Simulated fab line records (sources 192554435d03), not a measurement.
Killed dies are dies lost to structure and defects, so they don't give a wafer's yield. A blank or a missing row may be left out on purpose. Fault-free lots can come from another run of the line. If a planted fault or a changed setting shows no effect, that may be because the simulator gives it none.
Split-lot experiment -- flow n5 finfet -- 7 lots, 21 wafers read, on a route of 1938 steps

## ABOUT THE SPLIT
At N5_BEOL_M13_SPUTTER_43 (material TaN, target thk 15 nm, time 24.19 s), the setting power w was moved away from the recipe's 15000 W on 6 of the 21 wafers read, by -15.5% to -6.5%. For the rest of the wafers, this setting stayed at what the recipe calls for.

Reading taken at the split's own step.

## THE READING
TaN_of_BEOL_M13_SPUTTER_43.thk nm (the simulator's own value, which no gauge read), in nm, at N5_BEOL_M13_SPUTTER_43 (material TaN, target thk 15 nm, time 24.19 s). The file does not state a usual value for it. Across the 15 wafers here that went through the recipe, the average is 15.1 nm and the standard deviation 0.23 nm.

wafer,"tool, chamber at the split","power w as run, W",against the recipe,"TaN_of_BEOL_M13_SPUTTER_43.thk nm, nm",against lot-mates on the recipe
L078.1,"pvd sputter-02, -",15000,recipe,14.8,-
L078.4,"pvd sputter-02, -",15000,recipe,14.8,-
L078.5,"pvd sputter-02, -",15000,recipe,14.8,-
L079.1,"pvd sputter-03, -",13000,-13.3%,13.2,-2.2
L079.4,"pvd sputter-03, -",13000,-13.3%,13.6,-1.8
L079.6,"pvd sputter-03, -",15000,recipe,15.4,-
L082.2,"pvd sputter-01, -",15000,recipe,14.8,-
L082.6,"pvd sputter-01, -",15000,recipe,14.8,-
L082.5,"pvd sputter-01, -",12680,-15.5%,12.6,-2.2
L084.3,"pvd sputter-03, -",15000,recipe,15,-
L084.4,"pvd sputter-03, -",15000,recipe,15.4,-
L084.5,"pvd sputter-03, -",15000,recipe,15.2,-
L088.3,"pvd sputter-01, -",15000,recipe,15.2,-
L088.5,"pvd sputter-01, -",14030,-6.5%,14,-1.2
L088.6,"pvd sputter-01, -",14030,-6.5%,14.2,-1.0
L089.2,"pvd sputter-02, -",15000,recipe,15.4,-
L089.5,"pvd sputter-02, -",15000,recipe,15,-
L089.6,"pvd sputter-02, -",15000,recipe,15.2,-
L090.1,"pvd sputter-02, -",15000,recipe,15.2,-
L090.3,"pvd sputter-02, -",15000,recipe,15,-
L090.4,"pvd sputter-02, -",13710,-8.6%,13.6,-1.5

FIT RESULTS
A straight line over all 21 wafers: TaN_of_BEOL_M13_SPUTTER_43.thk nm changes by +0.143 nm for each +1% of power w; r = +0.95; the points scatter about the line by 0.24 nm.
The same after taking each lot's own level away (the mean of its wafers on the recipe; 21 wafers): +0.151 nm for each +1%; r = +0.99; scatter 0.14 nm.
According to that fit, moving power w by its largest amount changes the reading by 2.3 nm.
Across the lots, their own levels run from 14.80 to 15.40 nm, a range of 2.6 times the standard deviation given above.
The two slopes agree, so the slope changes little with the lot-to-lot level.
Check: for one of the wafers moved furthest among these (-15.5%), held out of the fit, the line's prediction against its lot-mates is -2.42 nm. Against them it came out at -2.2 nm.

## THE FILE'S OWN FIT
TaN_of_BEOL_M13_SPUTTER_43.thk nm changes by +0.151 nm for each +1% of power w, r = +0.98.
